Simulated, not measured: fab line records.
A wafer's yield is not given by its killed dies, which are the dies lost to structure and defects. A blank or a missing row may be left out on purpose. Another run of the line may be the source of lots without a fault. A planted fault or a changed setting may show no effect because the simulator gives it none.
Chamber matching || flow nandHarc || NHARC_P_M0_DESCUM_14 on rieDiel-12: 4 sister chambers
The step chemistry O2, time 3 s. 18 wafers are shown with their chamber, then 9 later ones without.

WAFERS, EACH WITH ITS CHAMBER
{"wafer": "L076.3", "chamber": 1, "showerheadPlenumPTorr (Torr)": 1.97, "drypumpMotorCurrentA (A)": 5.8, "oesProductAu (a.u.)": 1.014}
{"wafer": "L076.4", "chamber": 3, "showerheadPlenumPTorr (Torr)": 1.80, "drypumpMotorCurrentA (A)": 5.9, "oesProductAu (a.u.)": 0.989}
{"wafer": "L076.6", "chamber": 3, "showerheadPlenumPTorr (Torr)": 1.80, "drypumpMotorCurrentA (A)": 5.9, "oesProductAu (a.u.)": 0.997}
{"wafer": "L082.1", "chamber": 1, "showerheadPlenumPTorr (Torr)": 1.96, "drypumpMotorCurrentA (A)": 5.9, "oesProductAu (a.u.)": 1.016}
{"wafer": "L082.3", "chamber": 0, "showerheadPlenumPTorr (Torr)": 1.95, "drypumpMotorCurrentA (A)": 5.7, "oesProductAu (a.u.)": 0.990}
{"wafer": "L082.5", "chamber": 0, "showerheadPlenumPTorr (Torr)": 1.95, "drypumpMotorCurrentA (A)": 5.7, "oesProductAu (a.u.)": 0.994}
{"wafer": "L084.2", "chamber": 3, "showerheadPlenumPTorr (Torr)": 1.78, "drypumpMotorCurrentA (A)": 5.9, "oesProductAu (a.u.)": 0.980}
{"wafer": "L084.3", "chamber": 0, "showerheadPlenumPTorr (Torr)": 1.95, "drypumpMotorCurrentA (A)": 5.7, "oesProductAu (a.u.)": 0.992}
{"wafer": "L084.4", "chamber": 2, "showerheadPlenumPTorr (Torr)": 1.99, "drypumpMotorCurrentA (A)": 5.6, "oesProductAu (a.u.)": 1.015}
{"wafer": "L089.2", "chamber": 0, "showerheadPlenumPTorr (Torr)": 1.95, "drypumpMotorCurrentA (A)": 5.7, "oesProductAu (a.u.)": 0.987}
{"wafer": "L089.3", "chamber": 1, "showerheadPlenumPTorr (Torr)": 1.96, "drypumpMotorCurrentA (A)": 5.8, "oesProductAu (a.u.)": 1.019}
{"wafer": "L089.5", "chamber": 2, "showerheadPlenumPTorr (Torr)": 1.98, "drypumpMotorCurrentA (A)": 5.6, "oesProductAu (a.u.)": 1.006}
{"wafer": "L087.1", "chamber": 1, "showerheadPlenumPTorr (Torr)": 1.96, "drypumpMotorCurrentA (A)": 5.9, "oesProductAu (a.u.)": 1.015}
{"wafer": "L087.5", "chamber": 2, "showerheadPlenumPTorr (Torr)": 1.98, "drypumpMotorCurrentA (A)": 5.7, "oesProductAu (a.u.)": 1.015}
{"wafer": "L087.6", "chamber": 3, "showerheadPlenumPTorr (Torr)": 1.78, "drypumpMotorCurrentA (A)": 5.9, "oesProductAu (a.u.)": 0.984}
{"wafer": "L092.1", "chamber": 1, "showerheadPlenumPTorr (Torr)": 1.95, "drypumpMotorCurrentA (A)": 5.9, "oesProductAu (a.u.)": 0.997}
{"wafer": "L092.2", "chamber": 3, "showerheadPlenumPTorr (Torr)": 1.78, "drypumpMotorCurrentA (A)": 5.9, "oesProductAu (a.u.)": 0.970}
{"wafer": "L092.3", "chamber": 0, "showerheadPlenumPTorr (Torr)": 1.94, "drypumpMotorCurrentA (A)": 5.7, "oesProductAu (a.u.)": 0.989}

SIGNATURES, as means of the wafers listed above
{"reading": "showerheadPlenumPTorr", "chamber 0": 1.9480, "chamber 1": 1.9600, "chamber 2": 1.9833, "chamber 3": 1.7880, "scatter within a chamber": 0.00768}
{"reading": "drypumpMotorCurrentA", "chamber 0": 5.700, "chamber 1": 5.860, "chamber 2": 5.633, "chamber 3": 5.900, "scatter within a chamber": 0.0365}
{"reading": "oesProductAu", "chamber 0": 0.99040, "chamber 1": 1.01220, "chamber 2": 1.01200, "chamber 3": 0.98400, "scatter within a chamber": 0.00752}
Rule: distance of a wafer from a chamber = root of the sum over the readings of ((wafer's reading minus chamber's mean) / reading's scatter) squared. If the next closest chamber is less than 2 further off than the closest, the wafer can't be placed; otherwise it belongs to the closest. How the scatter is found: for the shown wafers, subtract from each reading the mean of its chamber, square and add these, divide the total by (wafers less chambers), then take the root.

WAFERS WHOSE CHAMBER IS MISSING
{"wafer": "L093.1", "showerheadPlenumPTorr (Torr)": 1.98, "drypumpMotorCurrentA (A)": 5.7, "oesProductAu (a.u.)": 1.023}
{"wafer": "L093.4", "showerheadPlenumPTorr (Torr)": 1.95, "drypumpMotorCurrentA (A)": 5.9, "oesProductAu (a.u.)": 1.011}
{"wafer": "L093.6", "showerheadPlenumPTorr (Torr)": 1.95, "drypumpMotorCurrentA (A)": 5.9, "oesProductAu (a.u.)": 1.002}
{"wafer": "L094.1", "showerheadPlenumPTorr (Torr)": 1.98, "drypumpMotorCurrentA (A)": 5.6, "oesProductAu (a.u.)": 1.023}
{"wafer": "L094.2", "showerheadPlenumPTorr (Torr)": 1.94, "drypumpMotorCurrentA (A)": 5.7, "oesProductAu (a.u.)": 0.993}
{"wafer": "L094.6", "showerheadPlenumPTorr (Torr)": 1.94, "drypumpMotorCurrentA (A)": 5.7, "oesProductAu (a.u.)": 0.988}
{"wafer": "L094.3", "showerheadPlenumPTorr (Torr)": 1.95, "drypumpMotorCurrentA (A)": 5.9, "oesProductAu (a.u.)": 1.000}
{"wafer": "L094.4", "showerheadPlenumPTorr (Torr)": 1.77, "drypumpMotorCurrentA (A)": 5.9, "oesProductAu (a.u.)": 0.973}
{"wafer": "L094.5", "showerheadPlenumPTorr (Torr)": 1.95, "drypumpMotorCurrentA (A)": 5.8, "oesProductAu (a.u.)": 1.009}

WHICH CHAMBER EACH WENT THROUGH
{"wafer": "L093.1", "from the rows above": 2, "in truth": 2}
{"wafer": "L093.4", "from the rows above": 1, "in truth": 1}
{"wafer": "L093.6", "from the rows above": 1, "in truth": 1}
{"wafer": "L094.1", "from the rows above": 2, "in truth": 2}
{"wafer": "L094.2", "from the rows above": 0, "in truth": 0}
{"wafer": "L094.6", "from the rows above": 0, "in truth": 0}
{"wafer": "L094.3", "from the rows above": 1, "in truth": 1}
{"wafer": "L094.4", "from the rows above": 3, "in truth": 3}
{"wafer": "L094.5", "from the rows above": "can't be placed: 1 or 0", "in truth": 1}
Correct placement for 8 of the 9. Can't be placed from these rows: 1 (the true chamber is among the candidates in 1). Number placed wrongly: 0.
